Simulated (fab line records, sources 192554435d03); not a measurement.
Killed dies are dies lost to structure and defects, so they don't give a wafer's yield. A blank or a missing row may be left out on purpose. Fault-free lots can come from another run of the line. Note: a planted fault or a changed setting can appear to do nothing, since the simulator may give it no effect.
Code-filled problem report in 8D (eight disciplines) form / flow n5-finfet / the parts of the form that need people (team, actions taken, sign-off) are left out

## 1. THE ISSUE
Mean of cd-nm at N5_FIN_SAQP_CD_MEAS_16: 32.0 nm across 3 wafers in 2 lots; on wafers with no fault it is 35.5 nm (standard deviation 0.36). That puts it -9.7 standard deviations away from the usual mean.
The step: target cd 35.6 nm.
The first sign was on wafer L953.2 at day 4 04:32, on cd-sem-01. At this step, 27 wafers from 10 lots have a number in the record. The rule behind "out" and "out of limits": a value lying over 4 standard deviations away from the usual mean. All remaining wafers that have a number are taken as sound.

## 2. WHAT IT IS, AND WHAT IT ISN'T
question=which readings at this step | is=cd-nm | is not=-
question=which lots | is=L953, L959 | is not=L945, L949, L950, L951, L952, L955, L964, L967
question=which wafers of those lots | is=L953.2, L953.4, L959.4 | is not=L959.6
question=read on which gauges | is=cd-sem-01, cd-sem-03 | is not=cd-sem-02
question=when | is=from day 4 04:32 | is not=up to then (15 sound wafers); but 9 sound wafers of L955, L959, L964, L967 came after

## 3. WHAT RULES OUT EACH SUSPECT
Counting: any tool at a process step up to the reading remains a suspect provided it ran every lot that is out. Sound lots after the first of them don't rule it out here, since some wafers of a struck lot are sound.
- the gauge at N5_FIN_SAQP_CD_MEAS_16 is ruled out. 2 gauges (cd-sem-01, cd-sem-03) read the wafers that are out.
- litho-track-04 at N5_FIN_SAQP_PEB_14 (peb time 60 s): kept. It processed each lot that is out (first: L953, day 4 04:29); up to then, its last sound lot is L951 (day 3 15:31).
After counting, what remains is litho-track-04 at N5_FIN_SAQP_PEB_14.

## 4. THE CAUSE (what the simulator had put in)
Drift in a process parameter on litho-track-04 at N5_FIN_SAQP_PEB_14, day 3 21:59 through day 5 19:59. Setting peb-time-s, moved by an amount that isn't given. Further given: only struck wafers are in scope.
After counting, this tool was the only one left.

## 5. THE EFFECT CHAIN, in route order
Rows list readings where the struck wafers' mean (over those with a number) sits beyond 3 standard deviations from the usual. Scope: only readings with a usual standard deviation given in the record; hours: median across lots of the time from each lot's start at the first step in this table that gives one to its start at this step; sigmas: change in usual standard deviations.
hours=0; step=N5_FIN_SAQP_CD_MEAS_16; reading=cd-nm; usual=35.5 nm; on struck wafers=32.0; change=-3.5; sigmas=-9.7
At these later measuring or inspecting steps, every struck wafer for which the step has a row has a number for every such reading, and none has moved that far: N5_FIN_SAQP_OVL_MEAS_17, N5_BEOL_M4_RC_MEAS_101.

## 6. HOW IT WOULD HAVE BEEN CAUGHT EARLIER
In this record the first reading out of limits at a measuring or inspecting step was taken at day 4 04:32, 7 hours after the fault began at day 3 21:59.
Lots out: 2; of these, L959 started N5_FIN_SAQP_PEB_14 on litho-track-04 after day 4 04:32. It would have been spared by a hold on the tool at that moment.
